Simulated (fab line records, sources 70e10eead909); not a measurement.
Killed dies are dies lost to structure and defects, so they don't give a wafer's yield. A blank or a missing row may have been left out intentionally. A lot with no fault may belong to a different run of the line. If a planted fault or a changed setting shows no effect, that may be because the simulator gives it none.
fab line records	flow nand_harc
record lots=24	wafers=72	last_day=33
route steps=1302 shown P_ZERO_WELL@29 P_GATE@143
lots that met no fault: from a run of the same line without faults
start_h: the number of hours between the record's first day and the start of the first shown wafer of the lot	wait_h: hours elapsed since this lot's preceding step	" as in the row above	L1.1+2: a row that stands for several wafers	- no value present, or no start provided	* or withheld: withheld	< > ~ a bound
route shown NAME@n: names a module that has steps shown in the file, with the first one's number in the route	usual: mean and standard deviation over wafers with no fault	same: alike in all rows	chamber/n: place in a boat	sites: each site's reading	_std_site: the standard deviation of these	_edge_site: outer sites' mean less inner sites'	radius_mm: how far each site lies from the wafer's centre	mask NAME#n: copy n	behind: the tool/chamber that last shaped the wafer	hold: what put the lot on hold/how long, in hours/how the hold closed	device: which transistor (n, p or np) failed to switch	end of line: the route-end tests of the same wafers	a step with no rows: only its recipe	killed: count of dies lost to structure and defects at first sort (not the wafer's yield)	map: a wafer's dies, x killed, . not, _ none there
set.NAME: the setting that was run; set.NAME@STEP: the one run at that earlier step	model.NAME: the simulator's own value behind a step, which no gauge read
steps of the route over a sample of lots; a table a step, a row a wafer
services: when a tool's chamber went out of use (start_h, in hours from the record's first day, below 0 if earlier), for how many hours, and the reason
## steps
# step NHARC_P_ZERO_WELL_CD_MEAS_24
# recipe target_cd_nm=720	landing_energy_ev=500
# usual cd_nm=720.1/2.6
lot.wafer	tool	chamber	start_h	wait_h	cd_nm
L074.1	cd_sem-02	0	22.51	-	724.9
L074.4	"	0	"	"	718.4
L074.6	"	0	"	"	721.3
L075.2	cd_sem-01	0	32.34	-	725.6
L075.5	"	0	"	"	718.6
L075.6	"	0	"	"	719.1
L076.2	cd_sem-03	0	42.45	-	719.9
L076.5	"	0	"	"	717.5
L076.6	"	0	"	"	719.1
L077.2	cd_sem-02	0	52.59	-	720.4
L077.4	"	0	"	"	721.3
L077.6	"	0	"	"	716.8
L078.3	cd_sem-02	0	62.46	-	722.8
L078.4	"	0	"	"	716.4
L078.6	"	0	"	"	718.3
L079.1	cd_sem-02	0	72.33	-	717.7
L079.2	"	0	"	"	720.0
L079.3	"	0	"	"	720.5
L080.1	cd_sem-03	0	82.78	-	721.2
L080.3	"	0	"	"	717.6
L080.5	"	0	"	"	719.3
L081.2	cd_sem-02	0	92.59	-	725.6
L081.3	"	0	"	"	723.4
L081.5	"	0	"	"	725.1
L082.1	cd_sem-02	0	102.62	-	719.3
L082.2	"	0	"	"	720.1
L082.5	"	0	"	"	720.7
L083.2	cd_sem-01	0	112.48	-	724.0
L083.4	"	0	"	"	717.4
L083.5	"	0	"	"	719.2
L084.1	cd_sem-01	0	122.67	-	722.5
L084.3	"	0	"	"	726.6
L084.6	"	0	"	"	720.9
L085.1	cd_sem-03	0	132.45	-	719.7
L085.2	"	0	"	"	719.9
L085.4	"	0	"	"	726.1
L086.1	cd_sem-01	0	142.45	-	716.1
L086.3	"	0	"	"	716.6
L086.4	"	0	"	"	719.1
L087.1	cd_sem-02	0	152.33	-	718.2
L087.4	"	0	"	"	721.3
L087.6	"	0	"	"	724.6
L088.1	cd_sem-02	0	162.63	-	719.4
L088.2	"	0	"	"	720.1
L088.5	"	0	"	"	723.7
L089.1	cd_sem-02	0	172.51	-	721.3
L089.3	"	0	"	"	723.8
L089.6	"	0	"	"	719.2
L090.2	cd_sem-03	0	183.25	-	717.0
L090.3	"	0	"	"	718.5
L090.6	"	0	"	"	719.6
L091.1	cd_sem-01	0	192.49	-	720.2
L091.2	"	0	"	"	721.3
L091.3	"	0	"	"	720.6
L092.4	cd_sem-01	0	202.51	-	720.5
L092.5	"	0	"	"	722.0
L092.6	"	0	"	"	719.6
L093.2	cd_sem-02	0	212.58	-	719.3
L093.3	"	0	"	"	717.3
L093.6	"	0	"	"	720.2
L094.1	cd_sem-02	0	222.62	-	718.6
L094.3	"	0	"	"	719.1
L094.4	"	0	"	"	718.9
L095.3	cd_sem-01	0	232.49	-	720.1
L095.5	"	0	"	"	721.0
L095.6	"	0	"	"	722.4
L096.2	cd_sem-03	0	242.58	-	716.0
L096.3	"	0	"	"	718.9
L096.4	"	0	"	"	719.3
L097.1	cd_sem-01	0	252.58	-	721.4
L097.2	"	0	"	"	722.4
L097.5	"	0	"	"	717.6
# step NHARC_P_GATE_INSPECT_28
# usual raw_defect_count=6.2/2.7
lot.wafer	tool	chamber	start_h	wait_h	raw_defect_count
L074.1	defect_inspect-02	-	106.02	0.0	8
L074.4	"	-	"	"	7
L074.6	"	-	"	"	6
L075.2	defect_inspect-02	-	112.89	0.0	7
L075.5	"	-	"	"	10
L075.6	"	-	"	"	12
L076.2	defect_inspect-02	-	126.31	0.0	5
L076.5	"	-	"	"	9
L076.6	"	-	"	"	8
L077.2	defect_inspect-01	-	133.83	0.0	4
L077.4	"	-	"	"	8
L077.6	"	-	"	"	4
L078.3	defect_inspect-02	-	140.34	0.0	6
L078.4	"	-	"	"	3
L078.6	"	-	"	"	8
L079.1	defect_inspect-01	-	143.55	0.0	3
L079.2	"	-	"	"	6
L079.3	"	-	"	"	6
L080.1	defect_inspect-02	-	155.21	0.0	2
L080.3	"	-	"	"	3
L080.5	"	-	"	"	10
L081.2	defect_inspect-01	-	168.33	0.0	7
L081.3	"	-	"	"	9
L081.5	"	-	"	"	9
L082.1	defect_inspect-01	-	175.22	0.0	7
L082.2	"	-	"	"	8
L082.5	"	-	"	"	8
L083.2	defect_inspect-01	-	194.84	0.0	7
L083.4	"	-	"	"	9
L083.5	"	-	"	"	9
L084.1	defect_inspect-02	-	198.40	0.0	5
L084.3	"	-	"	"	4
L084.6	"	-	"	"	9
L085.1	defect_inspect-01	-	210.42	0.0	8
L085.2	"	-	"	"	7
L085.4	"	-	"	"	5
L086.1	defect_inspect-02	-	215.56	0.0	2
L086.3	"	-	"	"	6
L086.4	"	-	"	"	6
L087.1	defect_inspect-02	-	234.30	0.0	2
L087.4	"	-	"	"	8
L087.6	"	-	"	"	2
L089.1	defect_inspect-01	-	248.14	0.0	6
L089.3	"	-	"	"	8
L089.6	"	-	"	"	3
L088.1	defect_inspect-01	-	248.29	0.0	10
L088.2	"	-	"	"	8
L088.5	"	-	"	"	5
L091.1	defect_inspect-01	-	272.63	0.0	8
L091.2	"	-	"	"	7
L091.3	"	-	"	"	10
L090.2	defect_inspect-02	-	273.59	0.0	3
L090.3	"	-	"	"	3
L090.6	"	-	"	"	2
L092.4	defect_inspect-02	-	283.21	0.0	9
L092.5	"	-	"	"	5
L092.6	"	-	"	"	6
L093.2	defect_inspect-02	-	291.16	0.0	9
L093.3	"	-	"	"	11
L093.6	"	-	"	"	14
L095.3	defect_inspect-02	-	311.93	0.0	8
L095.5	"	-	"	"	4
L095.6	"	-	"	"	8
L094.1	defect_inspect-02	-	312.29	0.0	11
L094.3	"	-	"	"	6
L094.4	"	-	"	"	4
L096.2	defect_inspect-02	-	314.39	0.0	6
L096.3	"	-	"	"	8
L096.4	"	-	"	"	5
L097.1	defect_inspect-01	-	327.58	0.0	6
L097.2	"	-	"	"	7
L097.5	"	-	"	"	7
# step NHARC_P_GATE_ETCH_104
# recipe target_depth_a=600	time_s=withheld	cf4_flow_sccm=100	chf3_flow_sccm=30	ar_flow_sccm=0	rf_w=500	bias_w=200	chemistry=CF4/CHF3
# usual drypump_motor_current_A=5.8/0.45	oes_product_au=0.951/0.024	rf_vpp_V=369.9/2.2	showerhead_plenum_p_Torr=1.55/0.056	throttle_valve_pct=16.803/0.01
lot.wafer	tool	chamber	start_h	wait_h	drypump_motor_current_A	oes_product_au	rf_vpp_V	showerhead_plenum_p_Torr	throttle_valve_pct
L074.1	rie_diel-07	0	106.17	0.1	5.2	0.946	367.0	1.49	16.818
L074.4	"	1	"	"	6.3	0.951	368.5	1.51	16.793
L074.6	"	1	"	"	6.3	0.952	368.6	1.51	16.811
L075.2	rie_diel-01	0	113.04	0.1	5.9	0.942	372.2	1.61	16.795
L075.5	"	0	"	"	5.9	0.930	371.7	1.61	16.800
L075.6	"	1	"	"	6.2	0.938	368.1	1.51	16.809
L076.2	rie_diel-07	1	126.46	0.1	6.3	0.984	367.3	1.51	16.804
L076.5	"	0	"	"	5.2	0.969	368.0	1.49	16.806
L076.6	"	1	"	"	6.3	0.979	367.3	1.51	16.811
L077.2	rie_diel-07	3	133.98	0.1	6.5	0.992	367.7	1.52	16.811
L077.4	"	0	"	"	5.2	0.944	367.0	1.49	16.808
L077.6	"	2	"	"	5.0	0.970	373.5	1.66	16.796
L078.3	rie_diel-01	1	140.49	0.1	6.1	0.941	369.3	1.51	16.812
L078.4	"	3	"	"	5.2	0.923	372.1	1.65	16.819
L078.6	"	0	"	"	5.9	0.934	371.6	1.61	16.819
L079.2	rie_diel-11	1	143.75	0.1	6.2	0.921	369.1	1.51	16.792
L079.1	"	3	"	"	5.6	0.914	370.3	1.55	16.780
L079.3	"	3	"	"	5.6	0.920	369.0	1.55	16.811
L080.3	rie_diel-01	0	155.36	0.1	5.8	0.991	371.3	1.61	16.810
L080.1	"	3	"	"	5.3	0.958	373.7	1.65	16.802
L080.5	"	1	"	"	6.2	0.981	367.5	1.51	16.807
L081.2	rie_diel-07	1	168.54	0.1	6.3	0.913	369.4	1.51	16.811
L081.3	"	3	"	"	6.5	0.919	367.9	1.52	16.799
L081.5	"	1	"	"	6.3	0.920	367.1	1.51	16.787
L082.1	rie_diel-11	3	175.37	0.1	5.6	0.965	370.6	1.54	16.785
L082.2	"	0	"	"	5.9	0.972	373.0	1.62	16.778
L082.5	"	0	"	"	6.0	0.980	374.2	1.62	16.805
L083.2	rie_diel-01	2	194.98	0.1	5.3	0.982	369.1	1.52	16.808
L083.4	"	3	"	"	5.2	0.975	373.9	1.65	16.805
L083.5	"	3	"	"	5.2	0.974	373.9	1.65	16.797
L084.1	rie_diel-01	0	198.55	0.1	5.9	0.982	371.8	1.61	16.806
L084.3	"	1	"	"	6.2	0.958	368.2	1.51	16.816
L084.6	"	0	"	"	5.8	0.975	370.3	1.61	16.807
L085.1	rie_diel-11	2	210.57	0.1	5.9	0.949	368.8	1.52	16.799
L085.4	"	3	"	"	5.6	0.923	368.1	1.54	16.830
L085.2	"	0	"	"	6.0	0.924	373.9	1.62	16.804
L086.3	rie_diel-11	3	215.71	0.1	5.7	0.930	370.1	1.54	16.816
L086.1	"	0	"	"	6.0	0.916	372.0	1.62	16.806
L086.4	"	1	"	"	6.3	0.926	368.1	1.51	16.795
L087.1	rie_diel-01	1	234.45	0.1	6.2	0.956	369.8	1.51	16.819
L087.4	"	3	"	"	5.2	0.985	372.4	1.65	16.814
L087.6	"	2	"	"	5.3	0.946	368.4	1.52	16.798
L089.3	rie_diel-01	1	248.29	0.1	6.2	0.956	368.0	1.51	16.795
L089.1	"	2	"	"	5.2	0.958	368.2	1.52	16.802
L089.6	"	0	"	"	5.8	0.969	371.0	1.60	16.803
L088.1	rie_diel-01	1	248.49	0.1	6.2	0.917	368.7	1.51	16.798
L088.2	"	3	"	"	5.3	0.920	372.8	1.65	16.794
L088.5	"	2	"	"	5.3	0.923	367.8	1.52	16.814
L091.1	rie_diel-01	3	272.78	0.1	5.2	0.926	373.0	1.65	16.826
L091.3	"	0	"	"	5.9	0.929	371.1	1.61	16.786
L091.2	"	1	"	"	6.2	0.930	370.0	1.51	16.790
L090.2	rie_diel-01	1	273.74	0.1	6.2	0.913	368.9	1.51	16.785
L090.3	"	2	"	"	5.2	0.934	368.9	1.52	16.803
L090.6	"	2	"	"	5.3	0.928	367.8	1.52	16.808
L092.4	rie_diel-11	0	283.37	0.1	5.9	0.989	372.2	1.62	16.807
L092.5	"	1	"	"	6.2	0.968	368.3	1.51	16.796
L092.6	"	2	"	"	5.9	0.982	369.3	1.52	16.797
L093.3	rie_diel-01	2	291.31	0.1	5.2	0.973	368.8	1.52	16.806
L093.2	"	3	"	"	5.3	0.977	375.5	1.65	16.806
L093.6	"	1	"	"	6.2	0.942	369.4	1.51	16.814
L095.3	rie_diel-07	0	312.08	0.1	5.2	0.967	367.8	1.49	16.803
L095.6	"	2	"	"	5.1	0.983	374.4	1.66	16.807
L095.5	"	3	"	"	6.5	0.971	368.9	1.51	16.813
L094.1	rie_diel-11	0	312.44	0.1	6.0	0.979	372.6	1.62	16.783
L094.4	"	2	"	"	5.9	0.968	369.0	1.52	16.800
L094.3	"	3	"	"	5.6	0.958	369.7	1.54	16.795
L096.4	rie_diel-07	3	314.53	0.1	6.5	0.965	368.3	1.51	16.820
L096.2	"	1	"	"	6.3	0.945	368.4	1.51	16.807
L096.3	"	2	"	"	5.0	0.975	373.5	1.66	16.791
L097.1	rie_diel-11	3	327.73	0.1	5.6	0.918	369.4	1.54	16.801
L097.2	"	1	"	"	6.3	0.921	367.1	1.51	16.793
L097.5	"	3	"	"	5.6	0.925	368.9	1.54	16.807
# step NHARC_P_GATE_STRIP_113
# recipe power_w=1500	temp_c=110	time_s=740	chemistry=N2/H2
# usual drypump_motor_current_A=5.2/0.51	heater_power_w=84/4.5
lot.wafer	tool	chamber	start_h	wait_h	drypump_motor_current_A	heater_power_w	rf_hours_counter_h
L074.1	plasma_asher-02	1	124.24	0.3	5.1	85	9
L074.4	"	1	"	"	5.1	85	-
L074.6	"	0	"	"	4.7	92	-
L075.2	plasma_asher-01	1	129.33	0.3	6.1	76	26
L075.5	"	0	"	"	5.0	78	-
L075.6	"	1	"	"	6.1	78	-
L076.2	plasma_asher-02	1	142.20	0.2	5.0	84	13
L076.6	"	1	"	"	5.0	85	-
L076.5	"	0	"	"	4.7	91	-
L077.2	plasma_asher-02	1	149.80	0.3	5.0	86	15
L077.4	"	1	"	"	5.0	85	-
L077.6	"	0	"	"	4.8	93	-
L078.4	plasma_asher-01	1	160.35	0.3	6.1	79	-
L078.3	"	0	"	"	5.1	77	-
L078.6	"	1	"	"	6.1	80	-
L079.2	plasma_asher-01	1	161.16	0.2	6.1	79	31
L079.1	"	0	"	"	5.0	78	31
L079.3	"	1	"	"	6.1	79	-
L080.1	plasma_asher-02	1	171.11	0.3	5.0	83	20
L080.3	"	0	"	"	4.7	91	-
L080.5	"	0	"	"	4.7	90	-
L081.2	plasma_asher-01	1	188.55	0.3	6.1	82	3
L081.3	"	1	"	"	6.1	82	-
L081.5	"	1	"	"	6.1	84	-
L082.2	plasma_asher-01	0	190.91	0.2	5.1	81	3
L082.1	"	1	"	"	6.1	84	3
L082.5	"	1	"	"	6.1	82	-
L083.2	plasma_asher-02	1	210.61	0.2	5.1	84	29
L083.4	"	0	"	"	4.7	95	-
L083.5	"	1	"	"	5.1	82	-
L084.1	plasma_asher-01	0	214.10	0.2	5.0	82	8
L084.3	"	1	"	"	6.1	82	-
L084.6	"	1	"	"	6.1	81	-
L085.1	plasma_asher-02	0	226.69	0.2	4.7	94	32
L085.2	"	1	"	"	5.1	83	32
L085.4	"	1	"	"	5.1	86	-
L086.1	plasma_asher-02	0	231.17	0.2	4.7	93	34
L086.4	"	0	"	"	4.7	91	-
L086.3	"	1	"	"	5.1	85	-
L087.1	plasma_asher-01	0	252.59	0.2	5.1	80	16
L087.4	"	0	"	"	5.0	83	-
L087.6	"	1	"	"	6.1	83	-
L088.2	plasma_asher-01	0	263.95	0.2	5.0	82	20
L088.1	"	1	"	"	6.1	82	20
L088.5	"	0	"	"	5.1	84	-
L089.1	plasma_asher-02	0	270.67	0.3	4.7	85	3
L089.3	"	1	"	"	5.1	79	-
L089.6	"	1	"	"	5.0	83	-
L090.2	plasma_asher-02	1	289.64	0.2	5.1	81	6
L090.3	"	1	"	"	5.1	81	-
L090.6	"	0	"	"	4.7	86	-
L091.1	plasma_asher-01	1	290.41	0.2	6.1	82	25
L091.2	"	0	"	"	5.0	82	25
L091.3	"	1	"	"	6.1	84	-
L092.4	plasma_asher-01	1	299.42	0.5	6.1	82	-
L092.6	"	0	"	"	5.0	82	-
L092.5	"	1	"	"	6.1	82	-
L093.2	plasma_asher-02	1	306.90	0.2	5.0	83	10
L093.3	"	1	"	"	5.0	83	-
L093.6	"	1	"	"	5.0	79	-
L095.3	plasma_asher-01	0	328.81	0.5	5.1	82	-
L095.6	"	1	"	"	6.1	83	-
L095.5	"	0	"	"	5.0	82	-
L094.1	plasma_asher-02	0	328.87	0.4	4.7	89	14
L094.3	"	1	"	"	5.1	82	-
L094.4	"	0	"	"	4.7	90	-
L096.2	plasma_asher-02	1	330.98	0.3	5.0	80	15
L096.4	"	0	"	"	4.7	86	-
L096.3	"	1	"	"	5.0	80	-
L097.2	plasma_asher-02	0	343.31	0.3	4.7	89	17
L097.1	"	1	"	"	5.1	80	17
L097.5	"	0	"	"	4.7	87	-
# step NHARC_P_GATE_STRIP_95
# recipe power_w=1500	temp_c=250	chemistry=O2
# usual drypump_motor_current_A=5.2/0.5	heater_power_w=314/17
lot.wafer	tool	chamber	start_h	wait_h	drypump_motor_current_A	heater_power_w	rf_hours_counter_h
L074.1	plasma_asher-02	1	124.84	0.5	5.0	309	10
L074.4	"	1	"	"	5.1	315	-
L074.6	"	0	"	"	4.7	344	-
L075.2	plasma_asher-01	1	129.94	0.5	6.1	282	27
L075.5	"	0	"	"	5.1	294	-
L075.6	"	1	"	"	6.1	289	-
L076.2	plasma_asher-02	1	142.92	0.6	5.0	309	14
L076.6	"	1	"	"	5.0	318	-
L076.5	"	0	"	"	4.7	344	-
L077.2	plasma_asher-02	1	150.41	0.5	5.0	321	16
L077.4	"	1	"	"	5.0	317	-
L077.6	"	0	"	"	4.8	348	-
L078.4	plasma_asher-01	1	160.84	0.4	6.1	292	-
L078.3	"	0	"	"	5.1	296	-
L078.6	"	1	"	"	6.1	290	-
L079.2	plasma_asher-01	1	161.88	0.6	6.1	291	32
L079.1	"	0	"	"	5.1	289	32
L079.3	"	1	"	"	6.1	294	-
L080.1	plasma_asher-02	1	171.73	0.5	5.1	313	20
L080.3	"	0	"	"	4.7	350	-
L080.5	"	0	"	"	4.7	354	-
L081.2	plasma_asher-01	1	189.16	0.5	6.1	307	3
L081.3	"	1	"	"	6.1	308	-
L081.5	"	1	"	"	6.1	308	-
L082.2	plasma_asher-01	0	191.62	0.6	5.0	311	4
L082.1	"	1	"	"	6.1	308	4
L082.5	"	1	"	"	6.1	303	-
L083.2	plasma_asher-02	1	211.33	0.6	5.0	305	30
L083.4	"	0	"	"	4.7	341	-
L083.5	"	1	"	"	5.0	318	-
L084.1	plasma_asher-01	0	214.81	0.6	5.1	306	9
L084.3	"	1	"	"	6.1	315	-
L084.6	"	1	"	"	6.1	314	-
L085.1	plasma_asher-02	0	227.40	0.6	4.7	349	33
L085.2	"	1	"	"	5.1	313	33
L085.4	"	1	"	"	5.1	311	-
L086.1	plasma_asher-02	0	231.88	0.6	4.7	347	34
L086.4	"	0	"	"	4.7	349	-
L086.3	"	1	"	"	5.1	318	-
L087.1	plasma_asher-01	0	253.31	0.6	5.0	317	16
L087.4	"	0	"	"	5.0	306	-
L087.6	"	1	"	"	6.1	308	-
L088.2	plasma_asher-01	0	264.66	0.6	5.1	308	20
L088.1	"	1	"	"	6.1	309	20
L088.5	"	0	"	"	5.1	308	-
L089.1	plasma_asher-02	0	271.29	0.5	4.7	327	3
L089.3	"	1	"	"	5.1	311	-
L089.6	"	1	"	"	5.0	305	-
L090.2	plasma_asher-02	1	290.35	0.6	5.1	300	7
L090.3	"	1	"	"	5.1	306	-
L090.6	"	0	"	"	4.7	317	-
L091.1	plasma_asher-01	1	291.14	0.6	6.1	305	25
L091.2	"	0	"	"	5.1	298	25
L091.3	"	1	"	"	6.1	310	-
L092.4	plasma_asher-01	1	299.81	0.3	6.1	311	-
L092.6	"	0	"	"	5.1	310	-
L092.5	"	1	"	"	6.1	303	-
L093.2	plasma_asher-02	1	307.62	0.6	5.1	306	10
L093.3	"	1	"	"	5.0	307	-
L093.6	"	1	"	"	5.1	304	-
L095.3	plasma_asher-01	0	329.20	0.3	5.1	308	-
L095.6	"	1	"	"	6.1	299	-
L095.5	"	0	"	"	5.1	315	-
L094.1	plasma_asher-02	0	329.48	0.5	4.7	333	15
L094.3	"	1	"	"	5.0	299	-
L094.4	"	0	"	"	4.7	320	-
L096.2	plasma_asher-02	1	331.59	0.5	5.1	304	16
L096.4	"	0	"	"	4.8	322	-
L096.3	"	1	"	"	5.1	301	-
L097.2	plasma_asher-02	0	344.03	0.6	4.7	338	18
L097.1	"	1	"	"	5.0	306	18
L097.5	"	0	"	"	4.7	326	-
# step NHARC_P_GATE_DEGAS_109
# recipe temp_c=300	time_s=60
# usual heater_power_w=475/47
lot.wafer	tool	chamber	start_h	wait_h	heater_power_w
L074.1	pvd_sputter-03	-	125.70	0.1	453
L074.4	"	-	"	"	476
L074.6	"	-	"	"	425
L075.2	pvd_sputter-03	-	130.82	0.1	483
L075.6	"	-	"	"	460
L075.5	"	-	"	"	417
L076.2	pvd_sputter-01	-	143.80	0.1	412
L076.5	"	-	"	"	452
L076.6	"	-	"	"	425
L077.2	pvd_sputter-01	-	151.27	0.1	517
L077.4	"	-	"	"	426
L077.6	"	-	"	"	448
L078.3	pvd_sputter-03	-	161.69	0.1	418
L078.4	"	-	"	"	473
L078.6	"	-	"	"	422
L079.2	pvd_sputter-03	-	162.75	0.1	481
L079.3	"	-	"	"	416
L079.1	"	-	"	"	537
L080.3	pvd_sputter-01	-	172.59	0.1	457
L080.1	"	-	"	"	515
L080.5	"	-	"	"	457
L081.3	pvd_sputter-02	-	190.02	0.1	506
L081.2	"	-	"	"	519
L081.5	"	-	"	"	482
L082.2	pvd_sputter-01	-	192.49	0.1	422
L082.1	"	-	"	"	464
L082.5	"	-	"	"	452
L083.4	pvd_sputter-03	-	212.20	0.1	436
L083.2	"	-	"	"	422
L083.5	"	-	"	"	516
L084.3	pvd_sputter-01	-	215.69	0.1	449
L084.1	"	-	"	"	451
L084.6	"	-	"	"	423
L085.1	pvd_sputter-03	-	228.27	0.1	440
L085.2	"	-	"	"	416
L085.4	"	-	"	"	525
L086.3	pvd_sputter-02	-	232.83	0.1	550
L086.1	"	-	"	"	485
L086.4	"	-	"	"	523
L087.4	pvd_sputter-01	-	254.18	0.1	406
L087.1	"	-	"	"	473
L087.6	"	-	"	"	391
L088.1	pvd_sputter-02	-	265.52	0.1	494
L088.2	"	-	"	"	559
L088.5	"	-	"	"	488
L089.1	pvd_sputter-02	-	272.15	0.1	518
L089.3	"	-	"	"	498
L089.6	"	-	"	"	560
L090.2	pvd_sputter-03	-	291.22	0.1	527
L090.3	"	-	"	"	447
L090.6	"	-	"	"	528
L091.3	pvd_sputter-03	-	292.02	0.1	443
L091.1	"	-	"	"	420
L091.2	"	-	"	"	419
L092.4	pvd_sputter-02	-	300.72	0.1	566
L092.6	"	-	"	"	519
L092.5	"	-	"	"	494
L093.3	pvd_sputter-02	-	308.49	0.1	579
L093.2	"	-	"	"	491
L093.6	"	-	"	"	506
L095.3	pvd_sputter-01	-	330.06	0.1	420
L095.5	"	-	"	"	464
L095.6	"	-	"	"	485
L094.4	pvd_sputter-02	-	330.33	0.1	517
L094.1	"	-	"	"	488
L094.3	"	-	"	"	489
L096.4	pvd_sputter-01	-	332.46	0.1	439
L096.3	"	-	"	"	477
L096.2	"	-	"	"	488
L097.2	pvd_sputter-03	-	344.90	0.1	531
L097.1	"	-	"	"	423
L097.5	"	-	"	"	441
## services
tool	chamber	start_h	hours	kind
rie_diel-01	2	89.88	6.7	repair
pvd_sputter-02	-	104.00	10.0	pm
pvd_sputter-01	-	106.87	1.0	repair
rie_diel-11	-	108.45	9.0	pm
plasma_asher-01	-	122.01	4.7	repair
pvd_sputter-01	-	134.84	7.9	repair
rie_diel-11	2	141.27	6.0	repair
rie_diel-11	0	141.80	5.3	repair
pvd_sputter-03	-	143.54	5.3	repair
plasma_asher-01	-	151.30	6.9	repair
plasma_asher-02	-	152.27	4.5	repair
plasma_asher-01	-	166.17	9.0	pm
pvd_sputter-03	-	170.03	10.0	pm
rie_diel-01	0	185.87	6.5	repair
rie_diel-01	-	203.96	9.0	pm
rie_diel-01	1	213.72	9.4	repair
rie_diel-11	2	217.57	5.0	repair
pvd_sputter-03	-	223.56	3.3	repair
pvd_sputter-01	-	226.02	10.0	pm
plasma_asher-02	-	249.00	9.0	pm
pvd_sputter-02	-	282.00	10.0	pm
rie_diel-11	-	285.45	9.0	pm
plasma_asher-01	-	342.09	1.1	repair
pvd_sputter-01	-	342.37	5.3	repair
## key
fault none
